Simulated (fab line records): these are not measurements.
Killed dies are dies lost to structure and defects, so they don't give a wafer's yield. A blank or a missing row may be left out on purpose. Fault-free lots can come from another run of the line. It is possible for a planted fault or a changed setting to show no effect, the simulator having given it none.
What tool caused it? -- flow n5_finfet -- 11 lots, 33 wafers sampled, at 4 steps of a route of 1938

## WHAT EACH GAUGE READ, for each wafer
N5_BEOL_M8_INSPECT_58: inspects for defects (darkfield).
lot,measured,on,raw_defect_count
L418,day 12 08:09,defect_inspect-01,40 72 50
L419,day 12 15:14,defect_inspect-01,73 44 43
L421,day 12 20:49,defect_inspect-01,69 66 59
L422,day 13 09:32,defect_inspect-01,46 58 42
L433,day 16 21:30,defect_inspect-02,52 93 52
L434,day 16 22:22,defect_inspect-02,58 71 68
L432,day 16 22:34,defect_inspect-01,68 55 35
L436,day 17 02:44,defect_inspect-01,59 39 30
L438,day 17 07:39,defect_inspect-02,53 73 60
L437,day 17 22:11,defect_inspect-02,91 78 78
L439,day 18 06:07,defect_inspect-01,34 36 42

## EACH LOT AND THE TOOL THAT RAN IT (in order: tool; ch and the chambers of the sampled wafers; start)
lot,N5_BEOL_M8_TRENCH_ETCH_37,N5_BEOL_M8_CURE_75,N5_BEOL_M8_CVD_78
L418,"rie_diel-05 ch 0,2,3, day 12 04:14 or earlier","uv_cure-03 ch 0, day 12 04:14","cvd_co-02 ch 1,2, day 12 06:48"
L419,"rie_diel-02 ch 0,1, day 12 11:38 or earlier","uv_cure-01 ch 2, day 12 11:38","cvd_co-01 ch 0,1, day 12 12:46"
L421,"rie_diel-02 ch 1,2,3, day 12 18:20 or earlier","uv_cure-01 ch 1, day 12 18:20","cvd_co-01 ch 0,1,2, day 12 19:32"
L422,"rie_diel-02 ch 0,1,2, day 13 07:01 or earlier","uv_cure-03 ch 2, day 13 07:01","cvd_co-01 ch 0,1,2, day 13 07:48"
L433,"rie_diel-03 ch 0,2,3, day 16 19:17 or earlier","uv_cure-03 ch 1, day 16 19:17","cvd_co-01 ch 0,1, day 16 20:16"
L434,"rie_diel-02 ch 1,2,3, day 16 19:38 or earlier","uv_cure-03 ch 0, day 16 19:38","cvd_co-02 ch 0,2, day 16 20:34"
L432,"rie_diel-03 ch 1,2, day 16 19:46 or earlier","uv_cure-01 ch 2, day 16 19:46","cvd_co-01 ch 1,2, day 16 20:49"
L436,"rie_diel-05 ch 0,1,2, day 17 00:33 or earlier","uv_cure-02 ch 2, day 17 00:33","cvd_co-01 ch 1,2, day 17 01:39"
L438,"rie_diel-05 ch 1,2,3, day 17 05:23 or earlier","uv_cure-03 ch 0, day 17 05:23","cvd_co-01 ch 0,1, day 17 06:26"
L437,"rie_diel-05 ch 0,1, day 17 20:02 or earlier","uv_cure-02 ch 1, day 17 20:02","cvd_co-01 ch 1,2, day 17 21:03"
L439,"rie_diel-02 ch 0,3, day 18 02:29 or earlier","uv_cure-01 ch 1, day 18 02:29","cvd_co-02 ch 0,1,2, day 18 03:30"
- N5_BEOL_M8_TRENCH_ETCH_37: etches SiCOH lowk in C4F6/O2, target depth 93.478 nm, time 31.2 s.
- N5_BEOL_M8_CURE_75: cures SiCOH lowk, time 120 s.
- N5_BEOL_M8_CVD_78: deposits Co from CCTBA/H2, target thk 2 nm, time 142.3 s.

## THE ANSWER, worked out from the rows above alone
Rule: usual is defined by the lots themselves. Put in order of their means at a reading, lots are off if they are a third of the lots or fewer, leave a main group of 4 or more, and stand apart from it by a gap of 3 or more times the standard deviation of the main group's means; of several such gaps the widest counts. A main group whose means are all the same, to the digits that the tables above print for the reading, isn't used. A lot without any number at a reading at which 4 lots or more have one is off too. Where the step has rows for the other lots, those lots are counted as sound.
No lot is off at any reading shown: from this, nothing can be told.

## WHAT THE SIMULATOR PUT IN
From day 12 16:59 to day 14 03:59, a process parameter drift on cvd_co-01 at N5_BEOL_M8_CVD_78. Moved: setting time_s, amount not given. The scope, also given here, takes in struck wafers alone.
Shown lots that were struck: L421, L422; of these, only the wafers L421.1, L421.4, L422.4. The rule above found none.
